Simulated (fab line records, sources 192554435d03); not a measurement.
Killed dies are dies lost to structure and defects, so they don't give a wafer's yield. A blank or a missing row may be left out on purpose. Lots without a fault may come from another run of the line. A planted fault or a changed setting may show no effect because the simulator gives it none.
Which tool did it? | flow n5_finfet | 9 lots, 27 wafers sampled, at 6 steps of a route of 1938

WHAT THE GAUGES READ, wafer by wafer
N5_SD_EPI_N_CD_MEAS_09: target cd 120 nm. Usual: cd_nm 119.7 nm, standard deviation 0.56.
lot  | measured    | on        | cd_nm (nm)        | flag
L603 | day 3 06:58 | cd_sem-02 | 119.0 119.0 118.5 |
L604 | day 3 14:30 | cd_sem-02 | 120.1 120.1 120.1 |
L605 | day 3 21:26 | cd_sem-03 | 119.4 120.0 119.9 |
L606 | day 4 00:49 | cd_sem-03 | 113.3 113.0 113.8 | OFF
L609 | day 4 22:16 | cd_sem-02 | 119.7 120.0 120.0 |
L610 | day 5 00:14 | cd_sem-03 | 116.0 116.6 115.6 | OFF
L616 | day 6 13:23 | cd_sem-02 | 119.7 120.0 119.5 |
L617 | day 6 19:08 | cd_sem-02 | 120.1 119.6 119.1 |
L622 | day 8 01:11 | cd_sem-03 | 119.8 120.1 120.0 |

N5_BEOL_M4_RC_MEAS_101. Usual: DIBL_N 36.1 mV/V, standard deviation 1.3; DIBL_P 36.1 mV/V, standard deviation 1.7; IOFF_N 0.154 nA/um, standard deviation 0.022; IOFF_P 0.201 nA/um, standard deviation 0.024; ION_N 675 uA/um, standard deviation 8.9; ION_P 462 uA/um, standard deviation 5.9; SS_N 71.5 mV/dec, standard deviation 0.49; SS_P 73.3 mV/dec, standard deviation 0.58; VT_N 250.0 mV, standard deviation 2.7; VT_P -251.3 mV, standard deviation 2.7.
lot  | measured     | on        | DIBL_N (mV/V)  | DIBL_P (mV/V)  | IOFF_N (nA/um)    | IOFF_P (nA/um)    | ION_N (uA/um) | ION_P (uA/um) | SS_N (mV/dec)  | SS_P (mV/dec)  | VT_N (mV)         | VT_P (mV)            | flag
L603 | day 8 02:04  | prober-02 | 34.0 33.7 33.8 | 33.8 33.7 33.5 | 0.133 0.128 0.129 | 0.171 0.170 0.167 | 662 672 662   | 449 464 456   | 71.7 71.9 71.2 | 72.9 73.1 72.6 | 250.9 254.0 252.7 | -255.2 -254.0 -255.0 |
L604 | day 8 02:34  | prober-01 | 36.8 36.0 37.6 | 37.7 36.4 38.3 | 0.168 0.146 0.165 | 0.185 0.172 0.184 | 678 662 676   | 452 452 448   | 72.2 71.3 72.1 | 73.7 73.7 73.5 | 250.7 251.7 250.3 | -254.7 -253.2 -254.9 |
L605 | day 8 21:16  | prober-02 | 37.6 38.4 35.2 | 37.2 38.5 34.9 | 0.164 0.181 0.134 | 0.216 0.235 0.184 | 681 684 681   | 468 468 466   | 71.6 72.1 71.5 | 73.5 73.9 73.4 | 250.3 248.3 252.3 | -249.2 -249.2 -253.5 |
L606 | day 8 19:33  | prober-01 | 36.1 35.2 34.5 | 37.1 35.6 35.4 | 0.179 0.158 0.144 | 0.224 0.199 0.200 | 685 682 669   | 463 461 465   | 71.1 71.2 71.1 | 73.4 73.2 73.5 | 247.2 248.8 252.7 | -246.5 -250.6 -250.5 |
L609 | day 9 20:53  | prober-02 | 36.1 35.3 35.4 | 34.8 33.5 33.9 | 0.155 0.148 0.141 | 0.202 0.184 0.189 | 669 682 674   | 464 462 465   | 71.9 72.0 71.2 | 72.5 72.7 73.1 | 250.6 249.2 253.0 | -253.7 -254.6 -253.1 |
L610 | day 10 11:20 | prober-01 | 35.2 36.0 36.5 | 35.5 35.5 36.9 | 0.131 0.134 0.146 | 0.189 0.192 0.214 | 672 668 676   | 461 463 465   | 71.0 71.3 71.0 | 73.0 72.4 73.2 | 251.7 250.1 249.3 | -250.1 -248.9 -249.1 |
L616 | day 11 21:38 | prober-02 | 36.6 36.9 36.5 | 35.2 35.6 35.4 | 0.166 0.167 0.162 | 0.215 0.219 0.207 | 678 681 685   | 455 465 461   | 71.7 71.5 71.4 | 73.0 73.0 73.1 | 246.1 246.6 246.0 | -251.5 -250.9 -250.9 |
L617 | day 12 03:42 | prober-02 | 36.6 36.5 36.6 | 36.4 36.1 36.7 | 0.151 0.146 0.154 | 0.210 0.202 0.210 | 669 671 680   | 463 459 464   | 71.4 71.2 71.6 | 73.1 73.2 72.8 | 252.1 249.7 247.6 | -252.0 -251.8 -253.2 |
L622 | day 13 05:14 | prober-02 | 38.8 38.5 36.1 | 38.7 38.0 35.9 | 0.206 0.195 0.144 | 0.234 0.228 0.182 | 693 696 675   | 465 471 458   | 72.0 71.5 71.0 | 74.5 74.8 73.2 | 246.4 247.9 250.5 | -251.8 -251.2 -255.0 |

WHICH TOOL RAN EACH LOT (tool, then ch and the chambers of the sampled wafers, then the start)
lot  | N5_DUMMY_GATE_ETCH_23           | N5_DUMMY_GATE_ETCH_42             | N5_SPACER0_ALD_08                | N5_SD_EPI_N_EXPOSE_06
L603 | rie_si-04 ch 0,1,3, day 3 05:37 | rie_diel-04 ch 0,3, day 3 05:50   | ald_sin-02 ch 0,1,3, day 3 06:31 | arfi_scanner-02 ch 0, day 3 06:50
L604 | rie_si-04 ch 0,3, day 3 13:02   | rie_diel-03 ch 0,2, day 3 13:15   | ald_sin-03 ch 0,3, day 3 13:56   | arfi_scanner-03 ch 0, day 3 14:23
L605 | rie_si-04 ch 0,2,3, day 3 20:01 | rie_diel-05 ch 0,2, day 3 20:19   | ald_sin-01 ch 1,2,3, day 3 21:00 | arfi_scanner-03 ch 0, day 3 21:19
L606 | rie_si-02 ch 0,2, day 3 23:07   | rie_diel-03 ch 2,3, day 3 23:21   | ald_sin-01 ch 0,2, day 4 00:23   | arfi_scanner-03 ch 0, day 4 00:41
L609 | rie_si-05 ch 0,2, day 4 20:12   | rie_diel-04 ch 2,3, day 4 20:25   | ald_sin-03 ch 0,3, day 4 21:42   | arfi_scanner-02 ch 0, day 4 22:08
L610 | rie_si-02 ch 0,1,3, day 4 22:42 | rie_diel-05 ch 0,1,3, day 4 22:55 | ald_sin-01 ch 1,2,3, day 4 23:41 | arfi_scanner-03 ch 0, day 5 00:07
L616 | rie_si-05 ch 0,2,3, day 6 11:53 | rie_diel-04 ch 0,3, day 6 12:05   | ald_sin-03 ch 0,1,3, day 6 12:50 | arfi_scanner-02 ch 0, day 6 13:16
L617 | rie_si-05 ch 1,3, day 6 17:41   | rie_diel-05 ch 1,2,3, day 6 17:53 | ald_sin-01 ch 0,2,3, day 6 18:34 | arfi_scanner-01 ch 0, day 6 19:01
L622 | rie_si-02 ch 0,1,2, day 7 23:37 | rie_diel-03 ch 0,1,3, day 8 00:04 | ald_sin-02 ch 0,2,3, day 8 00:44 | arfi_scanner-01 ch 0, day 8 01:03
- N5_DUMMY_GATE_ETCH_23: etches poly-Si in HBr/Cl2/O2, target depth 41 nm, time 22.3 s.
- N5_DUMMY_GATE_ETCH_42: etches SiO2 in CHF3/O2, target depth 3.5 nm, time 31 s.
- N5_SPACER0_ALD_08: deposits SiNx, target thk 2 nm.
- N5_SD_EPI_N_EXPOSE_06: exposes mask SD N BLK, target cd 120 nm.

WHAT THE TOOLS THEMSELVES READ (means of the sampled wafers that have a number; where no wafer has one, the mark that the record gives instead)
N5_DUMMY_GATE_ETCH_23. Usual: chamber_pressure_mTorr 10.000 mTorr, standard deviation 0.0081; drypump_motor_current_A 5.6 A, standard deviation 0.41; he_backside_leak_sccm 2.8 sccm, standard deviation 0.4; oes_product_au 1.008 a.u., standard deviation 0.02; throttle_valve_pct 37.42 %, standard deviation 0.17.
lot  | tool      | chamber_pressure_mTorr (mTorr) | drypump_motor_current_A (A) | he_backside_leak_sccm (sccm) | oes_product_au (a.u.) | throttle_valve_pct (%) | flag
L603 | rie_si-04 | 10.000                         | 5.3                         | 2.9                          | 1.005                 | 37.48                  |
L604 | rie_si-04 | 9.999                          | 5.5                         | 2.8                          | 1.002                 | 37.45                  |
L605 | rie_si-04 | 10.001                         | 5.5                         | 2.6                          | 1.005                 | 37.35                  |
L606 | rie_si-02 | 10.006                         | 6.2                         | 2.5                          | 1.010                 | 37.47                  |
L609 | rie_si-05 | 10.002                         | 5.6                         | 2.7                          | 0.992                 | 37.54                  |
L610 | rie_si-02 | 10.003                         | 5.7                         | 2.7                          | 1.003                 | 37.53                  |
L616 | rie_si-05 | 10.004                         | 5.5                         | 2.7                          | 1.001                 | 37.52                  |
L617 | rie_si-05 | 10.004                         | 6.2                         | 3.1                          | 1.010                 | 37.34                  |
L622 | rie_si-02 | 10.008                         | 5.8                         | 2.6                          | 1.000                 | 37.39                  |

N5_DUMMY_GATE_ETCH_42. Usual: chamber_pressure_mTorr 29.997 mTorr, standard deviation 0.028; drypump_motor_current_A 5.9 A, standard deviation 0.42; mfc_ar_sccm 200.0 sccm, standard deviation 0.62; oes_product_au 0.78 a.u., standard deviation 0.062; rf_vpp_V 42.5 V, standard deviation 0.93; showerhead_plenum_p_Torr 2.44 Torr, standard deviation 0.061; throttle_valve_pct 18.77 %, standard deviation 0.15.
lot  | tool        | chamber_pressure_mTorr (mTorr) | drypump_motor_current_A (A) | mfc_ar_sccm (sccm) | oes_product_au (a.u.) | rf_vpp_V (V) | showerhead_plenum_p_Torr (Torr) | throttle_valve_pct (%) | flag
L603 | rie_diel-04 | 30.003                         | 5.8                         | 201.4              | 0.86                  | 42.9         | 2.51                            | 18.56                  |
L604 | rie_diel-03 | 30.015                         | 5.8                         | 200.1              | 0.77                  | 42.5         | 2.40                            | 18.62                  |
L605 | rie_diel-05 | 29.998                         | 5.5                         | 199.4              | 0.78                  | 42.7         | 2.48                            | 18.95                  |
L606 | rie_diel-03 | 30.013                         | 5.5                         | 200.3              | 0.74                  | 43.0         | 2.40                            | 18.77                  |
L609 | rie_diel-04 | 29.985                         | 6.5                         | 199.5              | 0.74                  | 42.1         | 2.40                            | 18.68                  |
L610 | rie_diel-05 | 30.010                         | 5.6                         | 200.2              | 0.83                  | 42.4         | 2.50                            | 18.84                  |
L616 | rie_diel-04 | 29.974                         | 5.7                         | 199.8              | 0.82                  | 41.5         | 2.50                            | 18.61                  |
L617 | rie_diel-05 | 29.981                         | 5.7                         | 200.3              | 0.79                  | 42.7         | 2.51                            | 18.84                  |
L622 | rie_diel-03 | 30.019                         | 6.0                         | 200.1              | 0.77                  | 41.6         | 2.37                            | 18.76                  |

N5_SPACER0_ALD_08. Usual: chamber_pressure_Torr 2.000 Torr, standard deviation 0.0043; heater_power_w 837 W, standard deviation 81.
lot  | tool       | chamber_pressure_Torr (Torr) | heater_power_w (W) | flag
L603 | ald_sin-02 | 2.000                        | 778                |
L604 | ald_sin-03 | 2.002                        | 852                |
L605 | ald_sin-01 | 2.001                        | 878                |
L606 | ald_sin-01 | 2.000                        | 794                |
L609 | ald_sin-03 | 1.999                        | 865                |
L610 | ald_sin-01 | 1.998                        | 880                |
L616 | ald_sin-03 | 1.998                        | 870                |
L617 | ald_sin-01 | 1.999                        | 855                |
L622 | ald_sin-02 | 2.002                        | 823                |

N5_SD_EPI_N_EXPOSE_06. Usual: exposure_dose_mJ_cm2 39.73, standard deviation 0.042.
lot  | tool            | exposure_dose_mJ_cm2 | flag
L603 | arfi_scanner-02 | 39.71                |
L604 | arfi_scanner-03 | 39.72                |
L605 | arfi_scanner-03 | 39.74                |
L606 | arfi_scanner-03 | 36.67                | OFF
L609 | arfi_scanner-02 | 39.75                |
L610 | arfi_scanner-03 | 37.28                | OFF
L616 | arfi_scanner-02 | 39.68                |
L617 | arfi_scanner-01 | 39.70                |
L622 | arfi_scanner-01 | 39.75                |

THE ANSWER, worked out from the rows above alone
Rule: a lot is off if the mean of its wafers that have a number lies more than 3 standard deviations from the usual mean. A lot without any number at a reading at which 4 lots or more have one is off too. The other lots that the step has rows for count as sound. The gauges are gone through in route order, then the tools' own readings, and for those a lot's mean is taken as printed above. The first step at which some lot is off is used, and at that step the reading that is off furthest; a lot without a number counts as furthest.
Off: L606, L610, at N5_SD_EPI_N_CD_MEAS_09 (cd_nm).
A tool fits if, at a process step before that reading, it ran every lot that is off, and no sound lot after the first of them. The gauges at N5_SD_EPI_N_CD_MEAS_09 aren't tried: what is off there is off at N5_SD_EPI_N_EXPOSE_06 too, on other tools, and a gauge's error can't cause that. One fits: arfi_scanner-03 at N5_SD_EPI_N_EXPOSE_06. Its last sound lot is L605 (day 3 21:19), its first lot that is off L606 (day 4 00:41): a fault that began between those two fits.
The tool's own readings at N5_SD_EPI_N_EXPOSE_06 bear it out: on the lots that are off they differ by more than 5 times the standard deviation of the sound lots' means. exposure_dose_mJ_cm2 reads 36.98 there against 39.72 on the sound lots.

WHAT THE SIMULATOR HAD PUT IN
Process parameter drift: arfi_scanner-03, from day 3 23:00 on, at N5_SD_EPI_N_EXPOSE_06. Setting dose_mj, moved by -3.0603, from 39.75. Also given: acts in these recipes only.
Lots struck among those shown: L606, L610. The rule above found the same.
